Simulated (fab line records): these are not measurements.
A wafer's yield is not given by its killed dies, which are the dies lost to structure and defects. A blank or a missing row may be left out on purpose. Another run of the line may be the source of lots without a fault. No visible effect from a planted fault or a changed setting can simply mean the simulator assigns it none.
fab line records    flow nandHarc
record: lots: 13  wafers: 39  lastDay: 24
route steps=1159 shown P_M2@334 END@1159
lots untouched by any fault: they come from a run of this same line in which no faults occurred
startH: start of the lot's first displayed wafer, in hours after the record's first day    waitH: hours since the lot's step before    " as in the row above    L1.1+2: several wafers, shown together as one row    - no value present, or no start provided    * or withheld: withheld    < > ~ a bound
route shown NAME@n: names a module that has steps shown in the file, with the first one's number in the route    usual: average and standard deviation across the fault-free wafers    same: alike in all rows    chamber/n: place in a boat    sites: each site's reading    _std_site: their standard deviation    _edge_site: mean of outer sites minus mean of inner sites    radiusMm: how far each site lies from the wafer's centre    mask NAME#n: copy n    behind: the most recent tool/chamber to have shaped the wafer    hold: why the lot was held/for how many hours/how that ended    device: the n, p or np transistor that did not switch    end of line: tests run on the same wafers once the route is complete    where a step has no rows: the recipe by itself    killed: count of dies lost to structure and defects at first sort (not the wafer's yield)    map: a wafer's dies, marking killed ones x, the rest . and places with no die _
set.NAME: the setting as run; set.NAME@STEP: as run at that earlier step    model.NAME: the simulator's own value behind a step, which no gauge read
the route's steps for a sample of lots (tables are steps, rows are wafers)
services: a tool's chamber out of use, with start hour (startH, from the record's first day; less than 0 if before it), hours out, and reason
== steps ==
step: NHARC_P_M2_CD_MEAS_16
usual: cdNm: 169.9/0.78
lot.wafer  tool      chamber  startH  waitH  cdNm
L269.1     cdSem-02  -        117.87  -      168.3
L269.3     "         -        "       "      169.2
L269.4     "         -        "       "      169.1
L271.1     cdSem-01  -        127.88  -      170.2
L271.2     "         -        "       "      168.9
L271.6     "         -        "       "      169.4
L270.3     cdSem-03  -        128.35  -      170.6
L270.4     "         -        "       "      169.1
L270.5     "         -        "       "      169.8
L273.1     cdSem-02  -        145.51  -      171.1
L273.3     "         -        "       "      170.8
L273.6     "         -        "       "      171.5
L272.1     cdSem-02  -        145.78  -      170.1
L272.2     "         -        "       "      169.0
L272.4     "         -        "       "      170.1
L274.1     cdSem-03  -        155.47  -      170.5
L274.3     "         -        "       "      169.9
L274.5     "         -        "       "      170.3
L275.1     cdSem-03  -        161.36  -      169.6
L275.4     "         -        "       "      170.4
L275.5     "         -        "       "      170.5
L278.1     cdSem-03  -        177.22  -      169.7
L278.2     "         -        "       "      168.7
L278.5     "         -        "       "      169.0
L279.3     cdSem-02  -        182.97  -      169.5
L279.4     "         -        "       "      169.0
L279.5     "         -        "       "      170.7
L281.1     cdSem-03  -        203.15  -      169.9
L281.3     "         -        "       "      169.2
L281.5     "         -        "       "      169.1
L283.2     cdSem-03  -        203.56  -      170.6
L283.3     "         -        "       "      170.4
L283.4     "         -        "       "      171.3
L282.2     cdSem-02  -        204.16  -      171.4
L282.3     "         -        "       "      170.0
L282.5     "         -        "       "      170.1
L291.3     cdSem-02  -        255.17  -      169.0
L291.4     "         -        "       "      170.1
L291.5     "         -        "       "      169.8
step: NHARC_P_M2_ECD_22
recipe: targetThkA: 4000  bathTempC: 25  material: Cu
lot.wafer   tool      chamber  startH  waitH
L269.1+4+3  ecdCu-01  1,1,0    118.95  -
L271.2+1+6  ecdCu-02  0,1,1    128.96  -
L270.3+4+5  ecdCu-02  1,0,0    129.53  -
L273.1+3+6  ecdCu-02  0,1,1    146.69  -
L272.2+1+4  ecdCu-01  0,1,1    146.89  -
L274.1+3+5  ecdCu-02  1,1,0    156.54  -
L275.1+4+5  ecdCu-01  1,1,0    162.57  -
L278.2+1+5  ecdCu-01  0,1,1    178.30  -
L279.3+4+5  ecdCu-01  1,0,1    184.15  -
L281.1+3+5  ecdCu-02  1,1,0    204.26  -
L283.2+3+4  ecdCu-02  0,1,0    204.76  -
L282.2+3+5  ecdCu-02  0        205.30  -
L282.2+3+5  ecdCu-02  0        206.02  0.7
L291.4+3+5  ecdCu-02  0,1,0    256.46  -
L291.4+3+5  ecdCu-02  0,1,0    257.12  0.6
step: NHARC_P_M2_CMP_23
recipe: tOverpolishS: 20  targetThkNm: 144.3
usual: motorCurrentA: 11.8/0.93  timeToEndpointS: 28.7/2.4
same: tOverpolishS: 20
lot.wafer  tool    chamber  startH  waitH  motorCurrentA  timeToEndpointS
L269.1     cmp-01  1        119.69  -      12.7           32.0
L269.4     "       2        "       "      11.1           27.9
L269.3     "       3        "       "      11.8           27.7
L271.1     cmp-04  0        129.71  -      12.6           32.3
L271.2     "       2        "       "      12.7           31.8
L271.6     "       0        "       "      13.0           34.4
L270.3     cmp-04  2        130.19  -      13.0           25.5
L270.4     "       0        "       "      13.4           29.3
L270.5     "       2        "       "      13.4           28.6
L273.1     cmp-02  1        147.39  -      11.5           30.9
L273.3     "       2        "       "      11.2           31.6
L273.6     "       0        "       "      12.2           30.8
L272.2     cmp-04  0        147.61  -      12.8           32.0
L272.4     "       2        "       "      12.4           26.7
L272.1     "       3        "       "      10.0           27.4
L274.3     cmp-02  1        157.26  -      12.3           28.5
L274.1     "       3        "       "      10.3           30.2
L274.5     "       1        "       "      11.6           30.3
L275.4     cmp-04  3        163.67  -      10.3           29.8
L275.1     "       0        "       "      12.3           36.5
L275.5     "       2        "       "      12.3           33.2
L278.1     cmp-01  3        179.02  -      12.0           28.2
L278.2     "       0        "       "      12.1           28.3
L278.5     "       3        "       "      11.1           27.1
L279.4     cmp-02  0        184.80  -      12.1           29.7
L279.3     "       2        "       "      10.5           30.2
L279.5     "       3        "       "      10.2           33.3
L281.1     cmp-01  2        204.98  -      11.7           28.0
L281.3     "       1        "       "      12.5           27.8
L281.5     "       2        "       "      11.3           26.7
L283.2     cmp-01  1        205.71  -      12.3           28.5
L283.4     "       2        "       "      10.3           27.6
L283.3     "       3        "       "      11.7           26.2
L282.2     cmp-01  0        206.85  -      11.6           55.9
L282.3     "       2        "       "      11.9           55.5
L282.5     "       3        "       "      11.1           53.1
L291.3     cmp-02  3        258.14  -      10.1           55.3
L291.4     "       0        "       "      12.6           51.8
L291.5     "       2        "       "      10.8           54.1
step: NHARC_P_M2_PRE_CLEAN_32
recipe: timeS: 12  tempC: 370  rfPowerW: 300  gas: NH3
usual: heaterPowerW: 638/84
lot.wafer  tool      chamber  startH  waitH  heaterPowerW
L269.3     pecvd-04  2        120.23  0.1    661
L269.1     "         0        "       "      775
L269.4     "         2        "       "      660
L271.2     pecvd-02  2        130.22  0.1    749
L271.1     "         0        "       "      489
L271.6     "         0        "       "      469
L270.3     pecvd-02  1        131.10  0.4    614
L270.4     "         1        "       "      631
L270.5     "         2        "       "      773
L273.1     pecvd-02  2        147.91  0.1    782
L273.3     "         0        "       "      550
L273.6     "         0        "       "      569
L272.1     pecvd-03  1        148.15  0.1    623
L272.2     "         0        "       "      626
L272.4     "         0        "       "      622
L274.3     pecvd-04  2        157.95  0.2    646
L274.1     "         0        "       "      772
L274.5     "         0        "       "      742
L275.1     pecvd-04  0        164.15  0.1    661
L275.5     "         0        "       "      675
L275.4     "         1        "       "      633
L278.2     pecvd-04  1        179.56  0.1    658
L278.1     "         2        "       "      571
L278.5     "         0        "       "      762
L279.3     pecvd-02  2        185.31  0.1    742
L279.4     "         0        "       "      517
L279.5     "         1        "       "      543
L281.3     pecvd-02  0        205.52  0.1    495
L281.1     "         2        "       "      728
L281.5     "         1        "       "      604
L283.3     pecvd-03  1        206.26  0.1    583
L283.2     "         2        "       "      522
L283.4     "         2        "       "      508
L282.2     pecvd-03  1        207.38  0.1    614
L282.3     "         2        "       "      604
L282.5     "         0        "       "      691
L291.3     pecvd-02  0        258.68  0.1    506
L291.4     "         1        "       "      613
L291.5     "         0        "       "      514
step: NHARC_P_M2_DEP_33
recipe: targetThkA: 300  tempC: 370  targetThkNm: 30  pressureTorr: 3  flowSccm: 200  rfW: 450  material: SiCN
usual: heaterPowerW: 578/80
lot.wafer  tool      chamber  startH  waitH  heaterPowerW
L269.3     pecvd-04  2        120.31  0.1    563
L269.1     "         0        "       "      611
L269.4     "         2        "       "      546
L271.2     pecvd-02  2        130.30  0.1    725
L271.1     "         0        "       "      442
L271.6     "         0        "       "      436
L270.3     pecvd-02  1        131.20  0.1    491
L270.4     "         1        "       "      492
L270.5     "         2        "       "      638
L273.1     pecvd-02  2        148.02  0.1    619
L273.3     "         0        "       "      473
L273.6     "         0        "       "      469
L272.1     pecvd-03  1        148.27  0.1    625
L272.2     "         0        "       "      546
L272.4     "         0        "       "      549
L274.3     pecvd-04  2        158.05  0.1    572
L274.1     "         0        "       "      737
L274.5     "         0        "       "      736
L275.1     pecvd-04  0        164.23  0.1    723
L275.5     "         0        "       "      715
L275.4     "         1        "       "      662
L278.2     pecvd-04  1        179.63  0.1    657
L278.1     "         2        "       "      521
L278.5     "         0        "       "      670
L279.3     pecvd-02  2        185.40  0.1    585
L279.4     "         0        "       "      473
L279.5     "         1        "       "      480
L281.3     pecvd-02  0        205.60  0.1    410
L281.1     "         2        "       "      670
L281.5     "         1        "       "      526
L283.3     pecvd-03  1        206.34  0.1    600
L283.2     "         2        "       "      562
L283.4     "         2        "       "      561
L282.2     pecvd-03  1        207.48  0.1    647
L282.3     "         2        "       "      565
L282.5     "         0        "       "      602
L291.3     pecvd-02  0        258.82  0.1    479
L291.4     "         1        "       "      554
L291.5     "         0        "       "      487
step: NHARC_END_SORT_01
recipe: tempC: 25
usual: defectLimitedYield: 95.4/1.7  killedAtArray: 27/11  killedAtOther: 0.6/0.89  killedAtPeriphery: 3.0/2.4  killedDies: 31/12  killedOpen: 3.2/1.6  killedShort: 2.0/1.5  sort_bin_2_pct: 1.5/0.69  sort_bin_3_pct: 0.23/0.22  sort_bin_4_pct: 2.9/1.1  sortNPass: 646/12  sortRimYieldPct: 94/3.3  sortYieldPct: 95.4/1.7
same: grossDies: 677  sort_bin_5_pct[%]: 0  sort_bin_6_pct[%]: 0  sort_bin_7_pct[%]: 0  sort_bin_8_pct[%]: 0  sortRimNGross: 106.00
lot.wafer  tool       chamber  startH  waitH  defectLimitedYield[%]  killedAtArray  killedAtOther  killedAtPeriphery  killedDies  killedOpen  killedShort  sort_bin_2_pct[%]  sort_bin_3_pct[%]  sort_bin_4_pct[%]  sortNPass  sortRimYieldPct[%]  sortYieldPct[%]
L272.1     prober-02  0        464.75  2.5    98.5                   10             0              0                  10          5           0            0.3                0                  1.2                667        97                  98.5
L272.2     prober-02  0        465.55  2.8    97.9                   12             0              2                  14          4           0            0.7                0                  1.3                663        99                  97.9
L272.4     prober-02  0        467.16  3.4    97.6                   12             0              4                  16          3           4            0.9                0                  1.5                661        97                  97.6
L282.2     prober-02  0        507.39  2.8    92.9                   45             0              3                  48          2           2            1.9                0.15               5.0                629        92                  92.9
L282.3     prober-02  0        508.19  3.1    93.2                   45             0              1                  46          3           1            3.0                0.44               3.4                631        86                  93.2
L282.5     prober-02  0        509.81  3.7    94.1                   38             0              2                  40          4           4            2.1                0.15               3.7                637        93                  94.1
L291.3     prober-01  0        577.32  3.1    97.0                   17             0              3                  20          5           2            0.4                0.15               2.4                657        95                  97.0
L291.4     prober-01  0        578.11  3.4    95.9                   28             0              0                  28          2           2            1.6                0                  2.5                649        98                  95.9
L291.5     prober-01  0        578.90  3.7    96.9                   20             1              0                  21          3           3            0.9                0.15               2.1                656        97                  96.9
killed by level:class
L272.1 A_CHANNEL_HOLE_D1:geometricParticle:open=2 A_M0:geometricParticle:open=2 A_CHANNEL_FILL_D1:chamberFilmFlake=2 A_SLIT:chamberFilmFlake=2 A_WL_FILL:geometricParticle:open=1 A_CHANNEL_HOLE_D1:chamberFilmFlake=1
L272.2 A_CHANNEL_HOLE_D1:chamberFilmFlake=3 A_CONTACT:geometricParticle:open=2 A_CHANNEL_FILL_D1:chamberFilmFlake=2 P_CONTACT:geometricParticle:open=1 A_M1:geometricParticle:open=1 P_GATE:chamberFilmFlake=1 A_STAIRCASE:chamberFilmFlake=1 A_SLIT:chamberFilmFlake=1
L272.4 P_GATE:chamberFilmFlake=3 A_CHANNEL_HOLE_D1:chamberFilmFlake=2 A_SLIT:chamberFilmFlake=2 P_GATE:geometricParticle:short=1 A_CHANNEL_FILL_D1:geometricParticle:open=1 A_SGD_CUT:geometricParticle:open=1 A_WL_FILL:geometricParticle:short=1 A_CONTACT:geometricParticle:short=1
L282.2 A_CHANNEL_HOLE_D1:chamberFilmFlake=19 A_SLIT:chamberFilmFlake=14 A_CHANNEL_FILL_D1:chamberFilmFlake=4 P_STI:chamberFilmFlake=2 A_CONTACT:chamberFilmFlake=2 A_BLC:chamberFilmFlake=2 P_CONTACT:geometricParticle:open=1 A_SOURCE_PLATE:geometricParticle:short=1
L282.3 A_SLIT:chamberFilmFlake=19 A_CHANNEL_HOLE_D1:chamberFilmFlake=16 A_CONTACT:geometricParticle:open=2 A_STAIRCASE:chamberFilmFlake=2 A_SOURCE_PLATE:geometricParticle:open=1 A_CHANNEL_FILL_D1:geometricParticle:short=1 P_ZERO_WELL:chamberFilmFlake=1 A_ZERO_WELL:chamberFilmFlake=1
L282.5 A_CHANNEL_HOLE_D1:chamberFilmFlake=15 A_SLIT:chamberFilmFlake=13 A_STAIRCASE:chamberFilmFlake=3 P_CONTACT:geometricParticle:short=1 P_M0:geometricParticle:open=1 A_SOURCE_PLATE:geometricParticle:short=1 A_ONON_D1:geometricParticle:open=1 A_CHANNEL_HOLE_D1:geometricParticle:short=1
L291.3 A_CHANNEL_HOLE_D1:chamberFilmFlake=5 A_STAIRCASE:chamberFilmFlake=2 A_CONTACT:chamberFilmFlake=2 A_BONDPAD:chamberFilmFlake=2 P_STI:geometricParticle:open=1 P_GATE:geometricParticle:short=1 A_ONON_D1:geometricParticle:open=1 A_CHANNEL_FILL_D1:geometricParticle:open=1
L291.4 A_CONTACT:chamberFilmFlake=8 A_WL_FILL:chamberFilmFlake=6 A_CHANNEL_FILL_D1:chamberFilmFlake=4 A_CHANNEL_HOLE_D1:chamberFilmFlake=3 A_STAIRCASE:chamberFilmFlake=3 A_WL_FILL:geometricParticle:open=2 A_SGD_CUT:geometricParticle:short=1 A_WL_FILL:geometricParticle:short=1
L291.5 A_CHANNEL_HOLE_D1:chamberFilmFlake=8 A_CONTACT:chamberFilmFlake=4 A_CHANNEL_FILL_D1:chamberFilmFlake=2 A_ONON_D1:geometricParticle:open=1 A_SGD_CUT:geometricParticle:short=1 A_CONTACT:geometricParticle:open=1 A_CONTACT:geometricParticle:short=1 A_BLC:geometricParticle:open=1
== services ==
tool      chamber  startH  hours  kind
ecdCu-01  -        96.29   8.0    pm
pecvd-03  -        99.34   0.9    repair
cmp-04    -        103.66  1.4    repair
pecvd-03  -        111.03  13.0   pm
cmp-02    -        112.26  1.0    repair
cmp-01    -        121.33  1.1    repair
cmp-02    -        128.52  4.0    pm
cmp-01    -        137.35  0.7    repair
pecvd-03  2        143.64  17.0   repair
cmp-01    -        143.86  4.0    repair
pecvd-04  -        152.50  0.5    repair
pecvd-02  -        153.02  13.0   pm
pecvd-03  -        157.55  1.4    repair
cmp-02    -        158.80  0.5    repair
ecdCu-02  -        169.64  1.8    repair
cmp-01    -        171.43  2.1    repair
ecdCu-02  -        178.05  0.6    repair
cmp-01    -        179.63  4.0    pm
ecdCu-02  -        180.09  8.0    pm
pecvd-02  1        186.30  4.6    repair
pecvd-04  -        195.00  13.0   pm
cmp-04    -        203.06  4.0    pm
cmp-02    -        205.44  1.8    repair
pecvd-02  0        220.46  4.2    repair
== key ==
firstSign: step: NHARC_P_M2_ECD_22  reading: visit  direction: added
effect: step: NHARC_P_M2_CMP_23  reading: timeToEndpointS  direction: up  sigmas: 10  usual: *  struck: *
metAt NHARC_P_M2_ECD_22
struckLots L282,L291
notActingAt NHARC_P_M2_CD_MEAS_16,NHARC_P_M2_PRE_CLEAN_32,NHARC_P_M2_DEP_33
fault: kind: repeatedStepWhole  tool: ecdCu-01,ecdCu-02  chamber: -  onsetH: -  steps: NHARC_P_M2_ECD_22  times: 1  scope: struckLotsOnly
